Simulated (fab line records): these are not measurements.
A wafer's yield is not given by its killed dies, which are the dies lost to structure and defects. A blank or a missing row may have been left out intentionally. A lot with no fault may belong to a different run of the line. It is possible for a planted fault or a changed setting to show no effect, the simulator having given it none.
Matching of chambers ; flow n5Finfet ; rieSi-05 running N5_SD_EPI_P_SD_RECESS_17: 4 sister chambers
The step chemistry HBr/Cl2/O2, target depth 39.1 nm, bt time 3 s. 14 wafers are shown with their chamber, then 6 later ones without.

WAFERS WITH THEIR CHAMBER
wafer;chamber;drypumpMotorCurrentA (A);throttleValvePct (%);oesProductAu (a.u.)
L702.3;1;6.5;37.11;1.006
L702.5;3;5.3;37.25;1.028
L702.6;0;5.7;37.33;0.978
L703.2;1;6.6;37.11;0.995
L703.4;2;5.4;37.42;1.015
L703.5;1;6.6;37.11;1.004
L706.3;3;5.3;37.24;1.027
L706.4;0;5.7;37.34;0.984
L706.6;0;5.7;37.33;0.976
L707.1;2;5.4;37.44;1.016
L707.3;0;5.7;37.35;0.987
L707.4;1;6.6;37.14;1.004
L708.2;0;5.7;37.33;0.979
L708.5;2;5.4;37.44;1.005

SIGNATURES, as means of the wafers listed above
reading;chamber 0;chamber 1;chamber 2;chamber 3;scatter within a chamber
drypumpMotorCurrentA;5.700;6.575;5.400;5.300;0.0274
throttleValvePct;37.3360;37.1175;37.4333;37.2450;0.0115
oesProductAu;0.98080;1.00225;1.01200;1.02750;0.0048
Rule: distance of a wafer from a chamber = root of the sum over the readings of ((wafer's reading minus chamber's mean) / reading's scatter) squared. If the next closest chamber is less than 2 further off than the closest, the wafer can't be placed; otherwise it belongs to the closest. The scatter is the square root of a quotient: the sum, over the shown wafers, of each reading's squared deviation from its chamber's mean, divided by wafers minus chambers.

WAFERS MISSING THEIR CHAMBER
wafer;drypumpMotorCurrentA (A);throttleValvePct (%);oesProductAu (a.u.)
L713.1;5.3;37.25;1.024
L713.2;5.7;37.33;0.988
L713.6;6.6;37.12;1.007
L724.2;5.4;37.45;1.007
L724.5;5.4;37.43;1.015
L724.6;5.3;37.24;1.021

CHAMBER TAKEN BY EACH
wafer;from the rows above;in truth
L713.1;3;3
L713.2;0;0
L713.6;1;1
L724.2;2;2
L724.5;2;2
L724.6;3;3
Placed correctly: 6 of 6. Not placeable from these rows: 0. Wrongly placed: 0.
